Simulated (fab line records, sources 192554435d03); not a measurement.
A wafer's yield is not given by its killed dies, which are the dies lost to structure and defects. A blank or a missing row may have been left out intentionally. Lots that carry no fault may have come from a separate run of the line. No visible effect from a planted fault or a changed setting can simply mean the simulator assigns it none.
What tool caused it?	flow n5 finfet	10 lots (30 wafers sampled), 1 step of a 1938-step route

## WHAT EACH GAUGE READ, for each wafer
N5_BEOL_M8_OVL_MEAS_12.
lot	measured	on	M8_OVL (nm)
L075	day 10 02:38	overlay-02	0.9 0.1 0.8
L077	day 11 00:42	overlay-01	-0.7 -1.1 -1.1
L080	day 11 13:10	overlay-02	0.6 -0.5 0.0
L081	day 11 20:28	overlay-01	1.3 0.0 0.1
L084	day 12 06:22	overlay-02	0.8 -0.1 0.1
L087	day 13 00:21	overlay-01	0.4 -0.9 -1.2
L090	day 13 11:31	overlay-01	1.3 0.6 0.7
L088	day 13 20:44	overlay-01	0.4 -0.8 0.4
L092	day 14 08:11	overlay-02	-0.5 -1.3 -0.1
L095	day 15 10:05	overlay-01	0.4 0.2 0.3

## WHAT TOOL EACH LOT RAN ON (gives the tool, then ch and the chambers of the sampled wafers, and finally the start)
No process step before these readings appears in the record.

## THE ANSWER, worked out from the rows above alone
Rule: usual is defined by the lots themselves. The widest of any qualifying gaps counts: lots, ordered by their means at a reading, are off when they make up no more than a third of the lots, leave a main group of 4 or more, and stand apart from it by 3 or more times the standard deviation of that group's means. Not used: any main group whose means are identical at the precision the tables above print for the reading. A lot without any number at a reading at which 4 lots or more have one is off too. All remaining lots with rows at the step are treated as sound.
No lot is off on any of the readings shown, so nothing can be concluded from this.

## WHAT WAS PUT IN BY THE SIMULATOR
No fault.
